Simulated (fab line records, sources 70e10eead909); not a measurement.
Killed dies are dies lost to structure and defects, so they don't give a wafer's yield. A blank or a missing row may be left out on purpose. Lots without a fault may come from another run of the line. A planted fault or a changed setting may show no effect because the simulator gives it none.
Which tool did it? | flow nand_harc | 7 lots, 21 wafers sampled, at 3 steps of a route of 1302

WHAT THE GAUGES READ, wafer by wafer
NHARC_A_ONON_D2_THK_MEAS_27: measures by ellipsometry.
lot  | measured     | on            | thk_nm (nm)
L950 | day 13 17:29 | film_metro-01 | 1010 1011 1010
L952 | day 15 01:59 | film_metro-01 | 989 987 988
L955 | day 16 11:08 | film_metro-01 | 999 1002 1000
L960 | day 17 09:04 | film_metro-01 | 998 500 996
L967 | day 20 10:15 | film_metro-01 | 1030 1032 1031
L968 | day 21 19:59 | film_metro-01 | 998 998 999
L971 | day 22 17:36 | film_metro-01 | 1007 1008 1008

WHICH TOOL RAN EACH LOT (tool, then ch and the chambers of the sampled wafers, then the start)
lot  | NHARC_A_CHANNEL_FILL_D1_ETCHBACK_08           | NHARC_A_ONON_D2_DEP_25
L950 | rie_diel-01 ch 1,3, day 13 16:58 or earlier   | pecvd_onon-03 ch 0, day 13 16:58
L952 | rie_diel-07 ch 2,3, day 15 01:28 or earlier   | pecvd_onon-02 ch 0, day 15 01:28
L955 | rie_diel-07 ch 0,2, day 16 10:37 or earlier   | pecvd_onon-01 ch 0, day 16 10:37
L960 | rie_diel-04 ch 2,3, day 17 08:44 or earlier   | pecvd_onon-03 ch 0, day 17 08:44
L967 | rie_diel-04 ch 0,1,2, day 20 09:44 or earlier | pecvd_onon-01 ch 0, day 20 09:44
L968 | rie_diel-04 ch 0,1,2, day 21 19:28 or earlier | pecvd_onon-01 ch 0, day 21 19:28
L971 | rie_diel-01 ch 0,1,3, day 22 17:09 or earlier | pecvd_onon-03 ch 0, day 22 17:09
- NHARC_A_CHANNEL_FILL_D1_ETCHBACK_08: etches the open film in C4F8, target depth 220 nm, time 110 s.
- NHARC_A_ONON_D2_DEP_25: target thk 1000 nm.

THE ANSWER, worked out from the rows above alone
Rule: what is usual is taken from the lots themselves. Put in order of their means at a reading, lots are off if they are a third of the lots or fewer, leave a main group of 4 or more, and stand apart from it by a gap of 3 or more times the standard deviation of the main group's means; of several such gaps the widest counts. A main group whose means are all the same, to the digits that the tables above print for the reading, isn't used. A lot without any number at a reading at which 4 lots or more have one is off too. The other lots that the step has rows for count as sound.
Off: L960, at NHARC_A_ONON_D2_THK_MEAS_27 (thk_nm). The main group: mean 1006 nm, standard deviation 13.
A tool fits if, at a process step before that reading, it ran every lot that is off, and no sound lot after the first of them. The gauges at NHARC_A_ONON_D2_THK_MEAS_27 are tried like those tools. NHARC_A_CHANNEL_FILL_D1_ETCHBACK_08 gives no start for some lots, so the hours and the order of its lots are those of NHARC_A_ONON_D2_DEP_25. None of those tried fits.

WHAT THE SIMULATOR HAD PUT IN
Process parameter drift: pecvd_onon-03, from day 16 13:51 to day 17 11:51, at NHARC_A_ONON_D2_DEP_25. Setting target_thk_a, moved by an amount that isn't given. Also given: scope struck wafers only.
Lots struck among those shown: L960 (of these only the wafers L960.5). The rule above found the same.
